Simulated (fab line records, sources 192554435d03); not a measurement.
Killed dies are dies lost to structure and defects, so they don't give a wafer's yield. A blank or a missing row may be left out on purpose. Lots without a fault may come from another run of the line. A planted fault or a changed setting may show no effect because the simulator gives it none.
Which tool did it? | flow n5_finfet | 12 lots, 36 wafers sampled, at 2 steps of a route of 1938

WHAT THE GAUGES READ, wafer by wafer
N5_BEOL_M5_OVL_MEAS_29.
lot  | measured     | on         | V4_OVL (nm)
L074 | day 8 21:37  | overlay-02 | 0.8 0.4 -0.2
L077 | day 9 04:08  | overlay-02 | -0.7 -0.5 -0.7
L079 | day 9 08:23  | overlay-02 | 0.8 2.1 0.2
L081 | day 10 02:54 | overlay-01 | -0.5 -0.3 0.4
L083 | day 10 21:21 | overlay-02 | -0.3 -0.5 1.4
L085 | day 11 03:55 | overlay-02 | -0.4 0.8 -1.5
L088 | day 11 18:28 | overlay-01 | -0.5 1.0 0.0
L086 | day 11 21:18 | overlay-02 | -0.2 0.8 0.9
L092 | day 12 18:01 | overlay-02 | 0.6 0.2 0.5
L093 | day 13 01:28 | overlay-01 | 0.2 -0.8 -0.1
L095 | day 13 11:32 | overlay-01 | 0.2 -1.1 0.3
L097 | day 14 00:10 | overlay-02 | 0.4 0.3 0.6

WHICH TOOL RAN EACH LOT (tool, then ch and the chambers of the sampled wafers, then the start)
lot  | N5_BEOL_M4_ANNEAL_93
L074 | pvd_sputter-01, day 8 15:35
L077 | pvd_sputter-03, day 8 19:40
L079 | pvd_sputter-02, day 8 21:52
L081 | pvd_sputter-02, day 9 19:09
L083 | pvd_sputter-03, day 10 14:07
L085 | pvd_sputter-03, day 10 22:34
L088 | pvd_sputter-01, day 11 11:28
L086 | pvd_sputter-02, day 11 14:40
L092 | pvd_sputter-02, day 12 08:50
L093 | pvd_sputter-03, day 12 19:30
L095 | pvd_sputter-01, day 13 04:36
L097 | pvd_sputter-03, day 13 17:41
- N5_BEOL_M4_ANNEAL_93: time 240 s.

THE ANSWER, worked out from the rows above alone
Rule: what is usual is taken from the lots themselves. Put in order of their means at a reading, lots are off if they are a third of the lots or fewer, leave a main group of 4 or more, and stand apart from it by a gap of 3 or more times the standard deviation of the main group's means; of several such gaps the widest counts. A main group whose means are all the same, to the digits that the tables above print for the reading, isn't used. A lot without any number at a reading at which 4 lots or more have one is off too. The other lots that the step has rows for count as sound.
No lot is off at any reading shown: from this, nothing can be told.

WHAT THE SIMULATOR HAD PUT IN
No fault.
